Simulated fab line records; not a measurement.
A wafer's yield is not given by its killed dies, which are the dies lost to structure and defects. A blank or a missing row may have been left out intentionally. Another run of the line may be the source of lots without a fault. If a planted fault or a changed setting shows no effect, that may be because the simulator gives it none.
Which of the tools did it? | flow n5Finfet | Sampling: 11 lots, 33 wafers, 5 of 1938 route steps

WHAT THE GAUGES READ, wafer by wafer
N5_BEOL_M11_THK_MEAS_01. Usual: M11_ILD_THK typically reads 268 nm, with standard deviation 3.3.
lot  | measured     | on           | M11_ILD_THK (nm) | flag
L101 | day 10 10:42 | filmMetro-01 | 265 270 270      | 
L104 | day 11 03:53 | filmMetro-01 | 264 272 269      | 
L106 | day 11 13:42 | filmMetro-02 | 262 270 265      | 
L105 | day 11 14:22 | filmMetro-02 | 263 267 270      | 
L109 | day 12 13:56 | filmMetro-02 | 266 269 269      | 
L111 | day 13 03:39 | filmMetro-02 | 265 228 272      | OFF
L112 | day 13 06:43 | filmMetro-01 | 269 268 231      | OFF
L115 | day 13 18:58 | filmMetro-02 | 264 271 276      | 
L116 | day 14 04:32 | filmMetro-01 | 263 268 272      | 
L119 | day 15 01:39 | filmMetro-02 | 262 270 272      | 
L120 | day 15 09:46 | filmMetro-02 | 267 270 273      | 

WHAT TOOL EACH LOT RAN ON (gives the tool, then ch and the chambers of the sampled wafers, and finally the start)
lot  | N5_BEOL_M10_ANNEAL_51           | N5_BEOL_M10_CMP_52            | N5_BEOL_M11_ILD_DEP_00          | N5_BEOL_M11_CURE_71
L101 | rtpAnneal-01 ch 0, day 10 08:40 | cmp-01 ch 0,1,3, day 10 09:02 | pecvd-03 ch 0,2, day 10 09:32   | uvCure-03 ch 0, day 10 10:20
L104 | rtpAnneal-02 ch 0, day 11 02:33 | cmp-03 ch 0,1,2, day 11 02:49 | pecvd-01 ch 0,1, day 11 03:18   | uvCure-01 ch 2, day 11 03:28
L106 | rtpAnneal-02 ch 0, day 11 12:10 | cmp-02 ch 0,3, day 11 12:28   | pecvd-03 ch 0, day 11 13:00     | uvCure-01 ch 1, day 11 13:11
L105 | rtpAnneal-02 ch 0, day 11 13:01 | cmp-01 ch 0,2,3, day 11 13:19 | pecvd-02 ch 1,2, day 11 13:47   | uvCure-02 ch 1, day 11 13:56
L109 | rtpAnneal-01 ch 0, day 12 12:32 | cmp-02 ch 1,3, day 12 12:50   | pecvd-03 ch 2, day 12 13:19     | uvCure-01 ch 0, day 12 13:26
L111 | rtpAnneal-01 ch 0, day 13 02:19 | cmp-03 ch 1,2,3, day 13 02:34 | pecvd-02 ch 0,1,2, day 13 03:03 | uvCure-03 ch 2, day 13 03:13
L112 | rtpAnneal-02 ch 0, day 13 05:20 | cmp-03 ch 0,2, day 13 05:41   | pecvd-02 ch 0,1,2, day 13 06:08 | uvCure-03 ch 2, day 13 06:13
L115 | rtpAnneal-02 ch 0, day 13 17:41 | cmp-03 ch 0,1,3, day 13 17:53 | pecvd-01 ch 0,1, day 13 18:23   | uvCure-01 ch 1, day 13 18:37
L116 | rtpAnneal-01 ch 0, day 14 03:14 | cmp-01 ch 2,3, day 14 03:29   | pecvd-03 ch 1,2, day 14 03:56   | uvCure-01 ch 0, day 14 04:10
L119 | rtpAnneal-01 ch 0, day 15 00:14 | cmp-03 ch 2,3, day 15 00:35   | pecvd-01 ch 1,2, day 15 01:03   | uvCure-03 ch 0, day 15 01:08
L120 | rtpAnneal-01 ch 0, day 15 08:22 | cmp-02 ch 0,1,2, day 15 08:43 | pecvd-01 ch 0,1,2, day 15 09:10 | uvCure-02 ch 2, day 15 09:15
- N5_BEOL_M10_ANNEAL_51: time 90 s.
- N5_BEOL_M10_CMP_52: polishes, stops on SiCOH lowk, t overpolish 7 s, target thk 140 nm.
- N5_BEOL_M11_ILD_DEP_00: deposits SiCOH lowk from DEMS/porogen, target thk 308.51 nm, time 58 s.
- N5_BEOL_M11_CURE_71: cures SiCOH lowk, time 240 s.

AS READ BY THE TOOLS THEMSELVES (means over the sampled wafers that have a number; for cases with no such wafer, the mark the record gives instead)
N5_BEOL_M10_ANNEAL_51. Usual: wafer_temp_C_max reads 226.20 (standard deviation 0.23).
lot  | tool         | wafer_temp_C_max | flag
L101 | rtpAnneal-01 | 226.17           | 
L104 | rtpAnneal-02 | 226.16           | 
L106 | rtpAnneal-02 | 226.21           | 
L105 | rtpAnneal-02 | 226.18           | 
L109 | rtpAnneal-01 | 226.37           | 
L111 | rtpAnneal-01 | 226.24           | 
L112 | rtpAnneal-02 | 226.21           | 
L115 | rtpAnneal-02 | 226.09           | 
L116 | rtpAnneal-01 | 226.24           | 
L119 | rtpAnneal-01 | 226.00           | 
L120 | rtpAnneal-01 | 226.29           | 

N5_BEOL_M10_CMP_52. Usual: barrierFieldEndpointS 29.0 s, standard deviation 0.69; motorCurrentA 6.2 A, standard deviation 0.59; overpolishRunS 7.001 s, standard deviation 0.0084; timeToEndpointS 65.9 s, standard deviation 2.7.
lot  | tool   | barrierFieldEndpointS (s) | motorCurrentA (A) | overpolishRunS (s) | timeToEndpointS (s) | flag
L101 | cmp-01 | 28.9                      | 6.0               | 7.003              | 65.3                | 
L104 | cmp-03 | 27.8                      | 6.5               | 7.003              | 61.4                | 
L106 | cmp-02 | 29.1                      | 6.8               | 7.008              | 67.1                | 
L105 | cmp-01 | 29.0                      | 6.1               | 7.003              | 64.7                | 
L109 | cmp-02 | 29.0                      | 5.6               | 7.002              | 68.1                | 
L111 | cmp-03 | 28.4                      | 6.6               | 7.010              | 65.0                | 
L112 | cmp-03 | 28.8                      | 5.8               | 6.995              | 67.2                | 
L115 | cmp-03 | 29.0                      | 6.7               | 7.002              | 67.0                | 
L116 | cmp-01 | 28.2                      | 6.0               | 6.997              | 62.2                | 
L119 | cmp-03 | 29.1                      | 6.2               | 7.004              | 67.2                | 
L120 | cmp-02 | 30.2                      | 5.9               | 6.999              | 66.9                | 

N5_BEOL_M11_ILD_DEP_00. Usual: heaterPowerW 288 W, standard deviation 83; showerheadPlenumPTorr 5.744 Torr, standard deviation 0.012; throttleValvePct 13.9 %, standard deviation 1.2.
lot  | tool     | heaterPowerW (W) | showerheadPlenumPTorr (Torr) | throttleValvePct (%) | flag
L101 | pecvd-03 | 318              | 5.746                        | 13.7                 | 
L104 | pecvd-01 | 295              | 5.743                        | 13.7                 | 
L106 | pecvd-03 | 262              | 5.738                        | 14.1                 | 
L105 | pecvd-02 | 201              | 5.756                        | 13.9                 | 
L109 | pecvd-03 | 449              | 5.735                        | 12.8                 | 
L111 | pecvd-02 | 240              | 5.745                        | 14.2                 | 
L112 | pecvd-02 | 228              | 5.753                        | 14.2                 | 
L115 | pecvd-01 | 302              | 5.753                        | 13.6                 | 
L116 | pecvd-03 | 365              | 5.742                        | 14.5                 | 
L119 | pecvd-01 | 302              | 5.746                        | 13.5                 | 
L120 | pecvd-01 | 296              | 5.753                        | 13.2                 | 

N5_BEOL_M11_CURE_71. Usual: lampPowerPct 52.32 %, standard deviation 0.053; wafer_temp_C_max 386.9, standard deviation 0.77.
lot  | tool      | lampPowerPct (%) | wafer_temp_C_max | flag
L101 | uvCure-03 | 52.30            | 387.1            | 
L104 | uvCure-01 | 52.37            | 386.7            | 
L106 | uvCure-01 | 52.34            | 386.3            | 
L105 | uvCure-02 | 52.29            | 386.8            | 
L109 | uvCure-01 | 52.34            | 387.8            | 
L111 | uvCure-03 | 52.29            | 385.4            | 
L112 | uvCure-03 | 52.31            | 386.0            | 
L115 | uvCure-01 | 52.37            | 386.5            | 
L116 | uvCure-01 | 52.31            | 387.1            | 
L119 | uvCure-03 | 52.28            | 387.5            | 
L120 | uvCure-02 | 52.37            | 387.8            | 

THE ANSWER, worked out from the rows above alone
Rule: a lot counts as off when the mean over its wafers that have a number is more than 3 standard deviations away from the usual mean. A lot without any number at a reading at which 4 lots or more have one is off too. Any other lot the step has rows for is counted as sound. Order of review: gauges by route order, followed by the tools' own readings, for which a lot's mean as printed above is used. The first step at which some lot is off is used, and at that step the reading that is off furthest; a lot without a number counts as furthest.
Off: L111, L112, seen at N5_BEOL_M11_THK_MEAS_01 (M11_ILD_THK).
If a tool, at a process step before that reading, ran all the lots that are off and no sound lot after the first of them, it fits. The gauges at N5_BEOL_M11_THK_MEAS_01 are tried like those tools. One fits: N5_BEOL_M11_ILD_DEP_00 on pecvd-02. A fault onset in the window from L105 (day 11 13:47, its last sound lot) to L111 (day 13 03:03, its first lot off) fits.

WHAT THE SIMULATOR HAD PUT IN
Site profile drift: pecvd-02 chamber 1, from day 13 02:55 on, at N5_BEOL_M11_ILD_DEP_00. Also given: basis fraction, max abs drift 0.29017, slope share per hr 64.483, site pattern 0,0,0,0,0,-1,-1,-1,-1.
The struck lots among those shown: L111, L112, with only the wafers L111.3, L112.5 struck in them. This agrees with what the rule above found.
